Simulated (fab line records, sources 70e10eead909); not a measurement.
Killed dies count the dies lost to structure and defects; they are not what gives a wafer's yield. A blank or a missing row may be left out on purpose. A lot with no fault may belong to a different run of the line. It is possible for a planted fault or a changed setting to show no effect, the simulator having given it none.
fab line records	flow nand_harc
[record] lots = 24	wafers = 72	last_day = 33
route steps=1302 shown A_STAIRCASE@772
lots with no fault: from the same line, run without faults
start_h: hours from the record's opening day to when the first of the lot's shown wafers began	wait_h: hours since the lot's step before	" as in the row above	L1.1+2: one row covering several wafers at once	- no value, or no start given	* or withheld: withheld	< > ~ a bound
route shown NAME@n: NAME is a module with steps in the file, n the number in the route of the first one	usual: mean and standard deviation over wafers with no fault	same: alike in all rows	chamber/n: place in a boat	sites: the reading at each site	_std_site: the standard deviation of these	_edge_site: outer sites' mean less inner sites'	radius_mm: for every site, how far away it sits from the centre of the wafer	mask NAME#n: copy n	behind: tool/chamber where the wafer was last shaped	hold: why the lot went on hold/how many hours it stayed there/how the hold came to an end	device: the transistor (n, p or np) that didn't switch	end of line: tests run on the same wafers once the route is complete	step lacking rows: just its recipe	killed: not the wafer's yield, but the dies lost to structure and defects at the first sort	map: dies across one wafer; x = killed, . = not, _ = none there
set.NAME: the setting the step ran with; set.NAME@STEP: the setting that earlier step ran with	model.NAME: the simulator's own value behind a step, which no gauge read
steps of the route over a sample of lots; a table a step, a row a wafer
services: a tool's chamber out of use, with start hour (start_h, from the record's first day; less than 0 if before it), hours out, and reason
[[steps]]
[step NHARC_A_STAIRCASE_HM_DEP_456]
[recipe] target_thk_a = 31000	temp_c = 400	material = aC
[usual] throttle_valve_pct = 35.000/0.0088
lot.wafer	tool	chamber	start_h	wait_h	throttle_valve_pct
L075.2	acl_dep-02	0	386.93	-	35.003
L075.5	"	0	"	"	34.996
L075.6	"	0	"	"	35.001
L076.2	acl_dep-03	0	386.97	-	35.005
L076.5	"	0	"	"	35.007
L076.6	"	0	"	"	34.994
L074.1	acl_dep-02	0	388.44	-	34.993
L074.4	"	0	"	"	34.980
L074.6	"	0	"	"	35.002
L079.1	acl_dep-01	0	411.07	-	34.996
L079.2	"	0	"	"	34.990
L079.3	"	0	"	"	34.986
L078.3	acl_dep-02	0	412.18	-	35.001
L078.4	"	0	"	"	35.003
L078.6	"	0	"	"	34.997
L077.2	acl_dep-03	0	412.92	-	35.012
L077.4	"	0	"	"	35.013
L077.6	"	0	"	"	34.995
L080.1	acl_dep-02	0	423.90	-	35.012
L080.3	"	0	"	"	35.001
L080.5	"	0	"	"	34.993
L081.2	acl_dep-02	0	426.74	-	34.994
L081.3	"	0	"	"	34.992
L081.5	"	0	"	"	35.012
L082.1	acl_dep-01	0	430.94	-	34.994
L082.2	"	0	"	"	34.994
L082.5	"	0	"	"	35.011
L084.1	acl_dep-03	0	466.80	-	34.991
L084.3	"	0	"	"	34.996
L084.6	"	0	"	"	34.989
L083.2	acl_dep-01	0	467.91	-	35.003
L083.4	"	0	"	"	34.975
L083.5	"	0	"	"	35.000
L086.1	acl_dep-01	0	482.65	-	34.993
L086.3	"	0	"	"	35.001
L086.4	"	0	"	"	34.991
L085.1	acl_dep-02	0	485.10	-	35.005
L085.2	"	0	"	"	35.005
L085.4	"	0	"	"	34.990
L087.1	acl_dep-01	0	509.20	-	34.992
L087.4	"	0	"	"	35.004
L087.6	"	0	"	"	35.007
L088.1	acl_dep-03	0	518.13	-	35.009
L088.2	"	0	"	"	34.986
L088.5	"	0	"	"	35.011
L089.1	acl_dep-02	0	518.66	-	34.995
L089.3	"	0	"	"	35.023
L089.6	"	0	"	"	35.004
L090.2	acl_dep-01	0	543.93	-	34.994
L090.3	"	0	"	"	35.006
L090.6	"	0	"	"	35.004
L092.4	acl_dep-02	0	551.75	-	34.991
L092.5	"	0	"	"	34.980
L092.6	"	0	"	"	34.978
L091.1	acl_dep-03	0	554.76	-	35.004
L091.2	"	0	"	"	35.010
L091.3	"	0	"	"	34.997
L093.2	acl_dep-03	0	563.23	-	35.011
L093.3	"	0	"	"	35.000
L093.6	"	0	"	"	34.989
L094.1	acl_dep-01	0	576.18	-	35.011
L094.3	"	0	"	"	34.994
L094.4	"	0	"	"	34.994
L096.2	acl_dep-03	0	585.83	-	34.994
L096.3	"	0	"	"	34.990
L096.4	"	0	"	"	35.004
L095.3	acl_dep-03	0	590.07	-	35.005
L095.5	"	0	"	"	34.999
L095.6	"	0	"	"	35.002
L097.1	acl_dep-01	0	594.41	-	34.999
L097.2	"	0	"	"	35.007
L097.5	"	0	"	"	35.002
[step NHARC_A_STAIRCASE_HM_OPEN_457]
[recipe] o2_flow_sccm = 400	cos_flow_sccm = 20	ar_flow_sccm = 0	rf_w = 500	bias_w = 300	chemistry = O2/COS
[usual] drypump_motor_current_A = 5.48/0.28	o2_flow_sccm = 399.7/1.1	oes_product_au = 0.999/0.012	rf_vpp_V = 468/3	showerhead_plenum_p_Torr = 3.15/0.14	throttle_valve_pct = 28.331/0.0094
lot.wafer	tool	chamber	start_h	wait_h	drypump_motor_current_A	o2_flow_sccm	oes_product_au	rf_hours_counter_h	rf_vpp_V	showerhead_plenum_p_Torr	throttle_valve_pct
L075.2	rie_diel-02	3	-	-	5.24	399.8	1.003	57	467	3.15	28.325
L075.6	"	3	"	"	5.23	399.6	1.016	-	467	3.15	28.328
L075.5	"	2	"	"	5.87	398.4	1.003	-	469	3.23	28.317
L076.2	rie_diel-03	3	-	-	5.60	400.2	1.005	33	466	3.10	28.338
L076.5	"	3	"	"	5.63	400.1	1.005	-	467	3.10	28.338
L076.6	"	0	"	"	5.20	400.4	1.007	-	462	2.91	28.336
L074.1	rie_diel-03	0	-	-	5.21	398.5	1.010	37	463	2.91	28.329
L074.4	"	1	"	"	5.84	399.7	0.990	35	472	3.34	28.323
L074.6	"	3	"	"	5.63	401.1	1.019	-	467	3.09	28.331
L079.3	rie_diel-03	0	-	-	5.20	399.0	1.002	46	462	2.90	28.337
L079.2	"	1	"	"	5.86	400.1	0.997	42	472	3.34	28.338
L079.1	"	2	"	"	5.42	398.0	1.024	45	470	3.17	28.329
L078.3	rie_diel-06	0	-	-	5.01	399.7	1.002	29	471	3.33	28.324
L078.4	"	3	"	"	5.94	399.3	0.987	27	467	3.17	28.323
L078.6	"	0	"	"	5.02	400.0	1.005	-	473	3.33	28.329
L077.4	rie_diel-03	2	-	-	5.38	402.6	1.015	47	468	3.16	28.337
L077.2	"	1	"	"	5.84	402.8	0.993	44	472	3.34	28.322
L077.6	"	2	"	"	5.35	400.6	1.030	-	467	3.16	28.323
L080.1	rie_diel-06	3	-	-	5.94	397.8	0.991	31	468	3.17	28.318
L080.3	"	0	"	"	5.00	400.1	0.988	34	471	3.33	28.339
L080.5	"	3	"	"	5.90	400.0	0.986	-	466	3.17	28.319
L081.3	rie_diel-03	2	-	-	5.42	401.0	1.012	52	468	3.16	28.323
L081.2	"	3	"	"	5.66	399.7	1.003	53	466	3.09	28.330
L081.5	"	0	"	"	5.19	398.9	1.009	-	462	2.90	28.341
L082.1	rie_diel-03	1	-	-	5.84	397.9	0.992	49	470	3.34	28.326
L082.2	"	0	"	"	5.21	399.9	0.993	52	461	2.90	28.332
L082.5	"	1	"	"	5.84	400.1	1.011	-	472	3.34	28.323
L083.4	rie_diel-06	0	-	-	5.02	402.1	0.982	50	472	3.32	28.331
L083.2	"	3	"	"	5.92	399.4	1.005	47	467	3.16	28.328
L083.5	"	0	"	"	5.03	398.6	0.985	-	470	3.32	28.324
L084.3	rie_diel-03	1	-	-	5.84	400.0	0.979	5	470	3.33	28.318
L084.1	"	3	"	"	5.63	400.5	1.001	3	466	3.08	28.350
L084.6	"	1	"	"	5.82	398.5	0.991	-	472	3.33	28.335
L085.1	rie_diel-03	3	-	-	5.57	397.0	0.999	9	466	3.08	28.343
L085.2	"	2	"	"	5.41	399.6	0.999	9	469	3.15	28.333
L085.4	"	2	"	"	5.43	401.0	1.008	-	467	3.15	28.336
L086.3	rie_diel-02	2	-	-	5.82	399.8	0.997	30	469	3.22	28.331
L086.1	"	3	"	"	5.25	398.8	1.016	32	467	3.13	28.312
L086.4	"	1	"	"	5.59	400.6	0.999	30	474	3.36	28.321
L087.4	rie_diel-06	2	-	-	5.44	401.0	0.994	3	465	3.00	28.336
L087.1	"	3	"	"	5.96	399.4	0.987	3	468	3.16	28.335
L087.6	"	1	"	"	5.27	401.3	1.004	-	465	3.07	28.359
L088.1	rie_diel-06	0	-	-	5.03	398.9	0.997	5	472	3.31	28.340
L088.2	"	1	"	"	5.28	399.3	1.004	5	467	3.07	28.333
L088.5	"	1	"	"	5.28	400.0	0.995	-	466	3.07	28.341
L089.3	rie_diel-06	1	-	-	5.28	401.8	0.990	6	467	3.07	28.346
L089.1	"	2	"	"	5.42	398.2	0.995	7	464	3.00	28.318
L089.6	"	1	"	"	5.29	398.6	1.002	-	467	3.07	28.327
L090.2	rie_diel-06	1	-	-	5.27	398.9	1.016	16	467	3.07	28.324
L090.3	"	0	"	"	5.02	399.9	0.990	18	469	3.31	28.335
L090.6	"	2	"	"	5.42	398.5	0.995	-	464	2.99	28.340
L092.4	rie_diel-06	0	-	-	5.02	401.4	0.998	20	472	3.31	28.325
L092.5	"	1	"	"	5.28	399.3	0.999	-	466	3.07	28.316
L092.6	"	2	"	"	5.41	400.9	0.987	-	463	2.99	28.336
L091.2	rie_diel-06	2	-	-	5.42	398.2	0.998	20	464	2.99	28.313
L091.1	"	3	"	"	5.92	400.3	0.988	16	467	3.15	28.327
L091.3	"	1	"	"	5.24	399.1	1.018	20	466	3.07	28.320
L093.3	rie_diel-02	2	-	-	5.88	399.2	1.015	54	470	3.20	28.337
L093.2	"	3	"	"	5.27	401.9	0.986	58	467	3.12	28.330
L093.6	"	2	"	"	5.87	400.0	1.013	-	469	3.20	28.320
L094.1	rie_diel-06	1	-	-	5.27	399.2	1.010	28	465	3.06	28.350
L094.3	"	3	"	"	5.98	398.1	0.987	25	467	3.15	28.339
L094.4	"	0	"	"	5.02	401.8	0.974	30	470	3.30	28.312
L096.4	rie_diel-03	0	-	-	5.20	398.5	0.975	36	471	3.35	28.321
L096.2	"	2	"	"	5.40	397.3	0.993	43	468	3.14	28.327
L096.3	"	3	"	"	5.70	400.0	1.002	35	466	3.06	28.327
L095.3	rie_diel-03	1	-	-	5.87	397.7	1.004	44	470	3.31	28.344
L095.5	"	1	"	"	5.89	399.2	0.997	-	472	3.31	28.352
L095.6	"	2	"	"	5.39	400.4	0.990	-	468	3.14	28.327
L097.1	rie_diel-02	2	-	-	5.86	398.4	1.026	5	470	3.20	28.333
L097.2	"	0	"	"	5.79	399.5	0.964	8	471	3.37	28.324
L097.5	"	1	"	"	5.55	399.4	1.020	-	470	3.34	28.325
[step NHARC_A_STAIRCASE_ETCH_273]
[recipe] target_depth_a = 1.02e+05	time_s = 2468.6	ion_energy_ev = 800	c4f8_flow_sccm = 80	o2_flow_sccm = 60	ar_flow_sccm = withheld	rf_w = 600	bias_w = 3000	chemistry = C4F8/O2/Ar
[usual] oes_product_au = 0.935/0.012	rf_vpp_V = 1828/12
lot.wafer	tool	chamber	start_h	wait_h	oes_product_au	rf_hours_counter_h	rf_vpp_V
L075.2	rie_diel-02	1	-	-	0.924	56	1809
L075.5	"	1	"	"	0.935	-	1809
L075.6	"	2	"	"	0.933	-	1836
L076.2	rie_diel-03	0	-	-	0.928	33	1808
L076.5	"	2	"	"	0.940	-	1832
L076.6	"	3	"	"	0.925	-	1826
L074.4	rie_diel-03	0	-	-	0.937	38	1809
L074.1	"	2	"	"	0.941	37	1830
L074.6	"	0	"	"	0.943	-	1808
L079.2	rie_diel-03	1	-	-	0.927	43	1843
L079.1	"	2	"	"	0.939	46	1832
L079.3	"	3	"	"	0.938	49	1824
L078.4	rie_diel-06	2	-	-	0.928	25	1819
L078.3	"	0	"	"	0.929	30	1843
L078.6	"	3	"	"	0.933	-	1830
L077.4	rie_diel-03	2	-	-	0.950	47	1831
L077.2	"	3	"	"	0.957	49	1824
L077.6	"	2	"	"	0.947	-	1830
L080.1	rie_diel-06	0	-	-	0.950	34	1843
L080.3	"	3	"	"	0.933	32	1829
L080.5	"	0	"	"	0.952	-	1843
L081.3	rie_diel-03	0	-	-	0.932	51	1808
L081.2	"	2	"	"	0.950	52	1831
L081.5	"	2	"	"	0.959	-	1831
L082.1	rie_diel-03	0	-	-	0.955	53	1808
L082.2	"	2	"	"	0.950	54	1829
L082.5	"	3	"	"	0.951	-	1825
L083.2	rie_diel-06	2	-	-	0.926	43	1817
L083.4	"	3	"	"	0.939	47	1829
L083.5	"	3	"	"	0.935	-	1829
L084.1	rie_diel-03	1	-	-	0.923	5	1844
L084.3	"	3	"	"	0.949	3	1824
L084.6	"	1	"	"	0.920	-	1844
L085.2	rie_diel-03	2	-	-	0.938	10	1829
L085.1	"	3	"	"	0.937	10	1824
L085.4	"	1	"	"	0.928	-	1842
L086.3	rie_diel-02	3	-	-	0.951	33	1828
L086.4	"	0	"	"	0.925	33	1806
L086.1	"	1	"	"	0.924	31	1846
L087.1	rie_diel-06	3	-	-	0.928	3	1831
L087.4	"	0	"	"	0.933	3	1843
L087.6	"	2	"	"	0.936	-	1816
L088.2	rie_diel-06	1	-	-	0.931	5	1822
L088.1	"	2	"	"	0.929	6	1816
L088.5	"	1	"	"	0.927	-	1821
L089.3	rie_diel-06	0	-	-	0.918	7	1843
L089.1	"	1	"	"	0.931	7	1823
L089.6	"	0	"	"	0.919	-	1842
L090.2	rie_diel-06	0	-	-	0.933	18	1842
L090.3	"	2	"	"	0.914	17	1816
L090.6	"	1	"	"	0.931	-	1822
L092.4	rie_diel-06	3	-	-	0.910	15	1829
L092.5	"	1	"	"	0.942	-	1823
L092.6	"	2	"	"	0.916	-	1815
L091.2	rie_diel-06	1	-	-	0.952	20	1823
L091.1	"	2	"	"	0.924	20	1817
L091.3	"	3	"	"	0.924	16	1830
L093.3	rie_diel-02	0	-	-	0.939	58	1808
L093.2	"	2	"	"	0.960	55	1835
L093.6	"	3	"	"	0.939	-	1826
L094.3	rie_diel-06	0	-	-	0.920	31	1842
L094.4	"	2	"	"	0.934	28	1814
L094.1	"	3	"	"	0.924	26	1829
L096.2	rie_diel-03	3	-	-	0.949	35	1823
L096.4	"	0	"	"	0.921	36	1844
L096.3	"	1	"	"	0.951	44	1843
L095.3	rie_diel-03	1	-	-	0.946	45	1843
L095.5	"	3	"	"	0.946	-	1822
L095.6	"	0	"	"	0.923	-	1844
L097.2	rie_diel-02	2	-	-	0.942	6	1834
L097.1	"	3	"	"	0.935	7	1826
L097.5	"	0	"	"	0.907	-	1846
[step NHARC_A_STAIRCASE_ETCHBACK_416]
[recipe] target_depth_a = 360	time_s = 7.2	c4f8_flow_sccm = withheld	o2_flow_sccm = 8	ar_flow_sccm = withheld	rf_w = 600	bias_w = 800	chemistry = C4F8/O2/Ar
[usual] oes_product_au = 0.932/0.027	rf_vpp_V = 724/4.5
lot.wafer	tool	chamber	start_h	wait_h	oes_product_au	rf_hours_counter_h	rf_vpp_V
L075.2	rie_diel-06	2	-	-	0.911	23	719
L075.5	"	1	"	"	0.893	-	722
L075.6	"	2	"	"	0.912	-	720
L076.2	rie_diel-02	0	-	-	0.981	2	716
L076.5	"	0	"	"	0.983	-	716
L076.6	"	1	"	"	1.004	-	731
L074.1	rie_diel-06	2	-	-	0.910	24	718
L074.4	"	0	"	"	0.930	28	731
L074.6	"	2	"	"	0.911	-	719
L079.3	rie_diel-02	2	-	-	0.942	8	727
L079.2	"	3	"	"	0.925	8	725
L079.1	"	0	"	"	0.924	10	717
L078.4	rie_diel-06	0	-	-	0.926	36	730
L078.3	"	1	"	"	0.912	33	722
L078.6	"	0	"	"	0.921	-	729
L077.4	rie_diel-02	3	-	-	1.005	8	726
L077.2	"	0	"	"	0.995	11	716
L077.6	"	3	"	"	0.996	-	725
L080.1	rie_diel-03	3	-	-	0.938	57	722
L080.3	"	1	"	"	0.927	51	731
L080.5	"	2	"	"	0.945	-	724
L081.2	rie_diel-02	1	-	-	0.930	16	730
L081.3	"	3	"	"	0.924	15	724
L081.5	"	1	"	"	0.910	-	732
L082.2	rie_diel-02	2	-	-	0.943	13	727
L082.1	"	3	"	"	0.931	15	724
L082.5	"	1	"	"	0.933	-	729
L083.2	rie_diel-03	1	-	-	0.921	13	730
L083.5	"	1	"	"	0.924	-	731
L083.4	"	3	"	"	0.922	-	721
L084.1	rie_diel-03	2	498.25	1.6	0.928	12	724
L084.3	"	0	"	"	0.898	9	732
L084.6	"	2	"	"	0.929	-	723
L085.1	rie_diel-06	2	-	-	0.927	2	719
L085.2	"	3	"	"	0.920	3	723
L085.4	"	1	"	"	0.928	2	723
L086.4	rie_diel-06	3	-	-	0.984	3	724
L086.1	"	0	"	"	0.996	2	730
L086.3	"	2	"	"	0.990	2	718
L087.1	rie_diel-06	1	-	-	0.922	8	722
L087.4	"	0	"	"	0.903	-	729
L087.6	"	1	"	"	0.913	-	723
L088.1	rie_diel-06	0	-	-	0.911	12	728
L088.2	"	1	"	"	0.933	12	721
L088.5	"	3	"	"	0.917	-	725
L089.3	rie_diel-06	0	-	-	0.923	12	730
L089.1	"	2	"	"	0.928	13	718
L089.6	"	1	"	"	0.934	-	720
L090.3	rie_diel-03	2	-	-	0.930	35	724
L090.2	"	3	"	"	0.935	29	722
L090.6	"	3	"	"	0.941	-	722
L092.4	rie_diel-03	0	-	-	0.907	32	730
L092.5	"	3	"	"	0.923	-	723
L092.6	"	0	"	"	0.897	-	732
L091.2	rie_diel-06	2	-	-	0.937	27	718
L091.1	"	3	"	"	0.916	25	724
L091.3	"	0	"	"	0.910	31	729
L093.2	rie_diel-03	3	-	-	0.929	34	722
L093.3	"	2	"	"	0.925	42	724
L093.6	"	3	"	"	0.939	-	722
L094.4	rie_diel-06	0	-	-	0.909	36	729
L094.1	"	1	"	"	0.932	33	720
L094.3	"	3	"	"	0.913	30	724
L096.2	rie_diel-06	1	-	-	0.927	35	722
L096.3	"	2	"	"	0.928	34	721
L096.4	"	3	"	"	0.923	32	725
L095.3	rie_diel-03	3	-	-	0.934	42	721
L095.6	"	1	"	"	0.925	-	729
L095.5	"	2	"	"	0.926	-	724
L097.2	rie_diel-06	1	-	-	0.927	38	721
L097.1	"	2	"	"	0.930	37	718
L097.5	"	1	"	"	0.922	-	721
[step NHARC_A_STAIRCASE_CMP_152]
[usual] edge_zone_pressure_frac = 1.000/0.0046	motor_current_A = 12.2/1.3	pad_life_wafers = 187/110	retaining_ring_pressure_frac = 1.000/0.0049
lot.wafer	tool	chamber	start_h	wait_h	edge_zone_pressure_frac	motor_current_A	pad_life_wafers	retaining_ring_pressure_frac
L075.2	cmp-02	0	452.53	0.1	1.001	10.6	37	0.997
L075.5	"	3	"	"	1.000	12.6	-	0.998
L075.6	"	0	"	"	1.000	10.5	-	1.000
L076.2	cmp-04	3	452.80	0.1	1.004	14.1	162	0.992
L076.6	"	3	"	"	0.997	14.3	-	0.992
L076.5	"	0	"	"	1.004	10.0	-	1.003
L074.4	cmp-01	3	453.08	0.1	1.005	14.2	294	0.999
L074.1	"	0	"	"	1.003	11.9	295	1.006
L074.6	"	3	"	"	0.998	14.6	-	1.000
L078.3	cmp-01	2	474.55	0.1	1.003	12.2	386	0.996
L078.4	"	3	"	"	1.000	14.7	387	0.999
L078.6	"	0	"	"	0.999	12.1	-	0.994
L077.2	cmp-02	3	474.79	0.1	1.002	11.7	133	0.998
L077.4	"	0	"	"	1.000	10.5	134	1.002
L077.6	"	3	"	"	1.007	12.2	-	1.001
L079.3	cmp-02	1	474.96	0.1	0.999	13.9	144	1.005
L079.1	"	2	"	"	1.005	11.4	145	1.000
L079.2	"	0	"	"	1.005	10.9	147	1.004
L081.2	cmp-04	1	489.89	0.1	0.991	13.2	331	0.997
L081.3	"	3	"	"	1.004	13.9	333	1.004
L081.5	"	1	"	"	0.992	13.7	-	1.009
L080.1	cmp-04	3	490.81	0.1	0.995	13.9	342	0.998
L080.3	"	1	"	"	0.997	13.0	344	1.007
L080.5	"	0	"	"	1.000	10.4	-	0.998
L082.2	cmp-04	0	493.20	0.1	1.001	10.3	360	1.007
L082.1	"	2	"	"	1.002	13.3	362	1.001
L082.5	"	0	"	"	1.002	10.5	-	1.002
L083.2	cmp-04	1	532.64	0.1	1.007	12.9	62	0.998
L083.4	"	2	"	"	0.994	12.4	63	1.001
L083.5	"	3	"	"	0.991	13.2	-	1.004
L084.3	cmp-01	1	545.31	0.1	0.981	11.0	229	1.002
L084.1	"	3	"	"	0.996	15.2	231	1.006
L084.6	"	0	"	"	1.001	11.8	-	0.999
L085.4	cmp-01	3	552.22	0.1	0.999	14.0	259	1.005
L085.1	"	0	"	"	0.998	11.6	260	1.000
L085.2	"	1	"	"	1.002	11.1	261	1.006
L086.4	cmp-04	0	552.29	0.1	0.997	10.6	144	1.000
L086.1	"	1	"	"	0.994	12.5	145	1.002
L086.3	"	3	"	"	1.000	13.9	147	1.000
L087.4	cmp-02	0	573.75	0.1	1.009	10.6	144	1.004
L087.1	"	3	"	"	1.001	12.2	147	1.006
L087.6	"	0	"	"	0.999	11.0	-	1.004
L088.1	cmp-01	2	585.14	0.1	0.998	11.7	13	1.001
L088.2	"	3	"	"	1.002	14.7	14	1.003
L088.5	"	1	"	"	1.006	11.3	-	0.993
L089.3	cmp-04	2	585.28	0.1	1.008	13.0	282	0.999
L089.1	"	0	"	"	1.002	10.1	284	1.001
L089.6	"	2	"	"	1.000	13.3	-	0.996
L090.3	cmp-04	1	618.33	0.1	1.004	13.6	36	0.996
L090.2	"	2	"	"	1.000	13.2	37	1.005
L090.6	"	2	"	"	0.996	13.0	-	1.001
L091.3	cmp-01	1	628.47	0.1	0.999	10.8	169	0.998
L091.2	"	2	"	"	1.003	11.5	170	1.001
L091.1	"	3	"	"	1.006	15.1	171	0.993
L092.4	cmp-04	2	628.59	0.1	1.000	12.9	80	1.004
L092.6	"	0	"	"	0.991	10.7	-	0.999
L092.5	"	1	"	"	0.995	13.9	-	0.998
L093.3	cmp-01	2	634.98	0.1	1.000	11.9	200	1.005
L093.2	"	3	"	"	0.994	14.6	201	0.991
L093.6	"	0	"	"	1.002	12.6	-	0.995
L094.4	cmp-04	2	634.99	0.1	1.004	12.6	109	1.002
L094.1	"	3	"	"	1.000	14.2	110	0.997
L094.3	"	0	"	"	0.998	10.5	111	0.997
L096.4	cmp-01	1	649.55	0.1	0.994	11.2	282	1.008
L096.3	"	2	"	"	0.998	11.7	283	1.007
L096.2	"	3	"	"	1.002	14.7	284	1.008
L095.3	cmp-02	0	652.51	0.1	1.001	10.8	48	1.006
L095.6	"	0	"	"	1.002	10.8	-	1.005
L095.5	"	1	"	"	0.999	13.1	-	1.002
L097.1	cmp-04	3	658.52	0.1	0.993	14.0	216	1.002
L097.2	"	2	"	"	1.004	12.6	219	1.005
L097.5	"	3	"	"	0.999	14.0	-	1.001
[step NHARC_A_STAIRCASE_DEP_471]
[recipe] target_thk_a = 1000	temp_c = 400	pressure_torr = 6.5	rf_w = 900	teos_flow_sccm = 161.4	flow_sccm = 2650	target_thk_nm = 100	gas = O2	material = SiO2
[usual] heater_power_w = 546/74	throttle_valve_pct = 15.8/0.53
lot.wafer	tool	chamber	start_h	wait_h	heater_power_w	throttle_valve_pct
L075.2	pecvd-02	1	453.64	-	636	15.9
L075.6	"	1	"	"	645	16.0
L075.5	"	2	"	"	500	15.1
L076.2	pecvd-02	1	454.09	-	675	16.0
L076.6	"	2	"	"	520	15.1
L076.5	"	1	"	"	638	15.9
L074.1	pecvd-03	2	454.21	-	596	16.4
L074.4	"	1	"	"	638	15.7
L074.6	"	2	"	"	596	16.2
L078.3	pecvd-04	2	475.78	-	453	16.0
L078.6	"	1	"	"	563	15.1
L078.4	"	2	"	"	442	16.2
L077.2	pecvd-03	1	475.90	-	603	15.5
L077.4	"	1	"	"	612	15.6
L077.6	"	0	"	"	440	15.5
L079.2	pecvd-03	1	476.11	-	500	15.9
L079.1	"	2	"	"	512	16.3
L079.3	"	0	"	"	404	15.6
L081.2	pecvd-03	0	491.36	-	431	15.3
L081.3	"	1	"	"	608	15.7
L081.5	"	2	"	"	602	16.4
L080.1	pecvd-03	1	492.29	-	487	15.6
L080.3	"	2	"	"	456	16.2
L080.5	"	0	"	"	403	15.5
L082.1	pecvd-04	2	494.36	-	459	16.2
L082.2	"	0	"	"	597	16.7
L082.5	"	1	"	"	518	15.0
L083.2	pecvd-04	2	533.90	-	456	16.3
L083.4	"	0	"	"	505	16.6
L083.5	"	2	"	"	465	16.1
L084.3	pecvd-03	1	546.42	-	549	16.0
L084.1	"	2	"	"	452	16.5
L084.6	"	2	"	"	456	16.5
L085.2	pecvd-04	0	553.33	-	493	16.9
L085.1	"	2	"	"	482	16.3
L085.4	"	0	"	"	483	16.7
L086.3	pecvd-02	2	553.50	-	584	15.4
L086.1	"	1	"	"	604	16.1
L086.4	"	2	"	"	596	15.3
L087.1	pecvd-02	0	574.95	-	688	16.2
L087.6	"	1	"	"	586	16.5
L087.4	"	2	"	"	600	15.3
L088.1	pecvd-02	1	586.36	-	607	16.0
L088.2	"	2	"	"	603	14.9
L088.5	"	1	"	"	631	16.4
L089.3	pecvd-02	2	586.50	-	555	15.3
L089.1	"	1	"	"	606	16.1
L089.6	"	2	"	"	569	15.3
L090.3	pecvd-02	1	619.43	-	580	16.0
L090.2	"	2	"	"	572	15.0
L090.6	"	2	"	"	562	14.9
L091.2	pecvd-03	2	629.55	-	550	15.9
L091.3	"	0	"	"	388	14.9
L091.1	"	1	"	"	529	16.1
L092.6	pecvd-02	2	629.77	-	592	14.9
L092.5	"	0	"	"	649	15.9
L092.4	"	1	"	"	616	16.0
L093.2	pecvd-02	1	636.12	-	610	16.0
L093.3	"	2	"	"	580	15.1
L093.6	"	2	"	"	585	15.0
L094.3	pecvd-02	1	636.29	-	614	16.1
L094.1	"	0	"	"	575	16.1
L094.4	"	1	"	"	621	16.0
L096.3	pecvd-03	1	650.65	-	533	16.4
L096.2	"	2	"	"	604	16.0
L096.4	"	2	"	"	604	16.0
L095.3	pecvd-03	0	653.66	-	436	15.0
L095.5	"	1	"	"	563	16.1
L095.6	"	0	"	"	434	15.1
L097.1	pecvd-04	1	659.66	-	588	15.2
L097.2	"	2	"	"	486	16.2
L097.5	"	1	"	"	599	15.1
[[services]]
tool	chamber	start_h	hours	kind
pecvd-03	1	364.23	11.0	repair
pecvd-03	-	366.05	13.0	pm
cmp-04	-	368.86	1.2	repair
rie_diel-02	0	388.08	3.5	repair
rie_diel-02	-	393.70	9.0	pm
cmp-04	-	407.45	4.0	pm
pecvd-02	-	408.14	13.0	pm
rie_diel-03	1	427.33	3.5	repair
cmp-04	-	436.22	2.1	repair
cmp-04	-	447.82	0.7	repair
rie_diel-03	0	481.98	13.0	repair
rie_diel-06	-	484.39	9.0	pm
pecvd-03	-	486.06	0.6	repair
cmp-04	-	505.45	4.0	pm
cmp-04	-	515.74	2.9	repair
rie_diel-03	3	517.78	17.8	repair
rie_diel-06	3	518.22	11.4	repair
cmp-04	-	539.49	1.9	repair
pecvd-03	-	543.57	1.9	repair
rie_diel-02	-	570.78	9.0	pm
pecvd-02	-	589.14	13.0	pm
cmp-04	-	603.45	4.0	pm
rie_diel-03	-	634.91	1.3	repair
rie_diel-03	-	636.26	9.0	pm
[[key]]
fault none
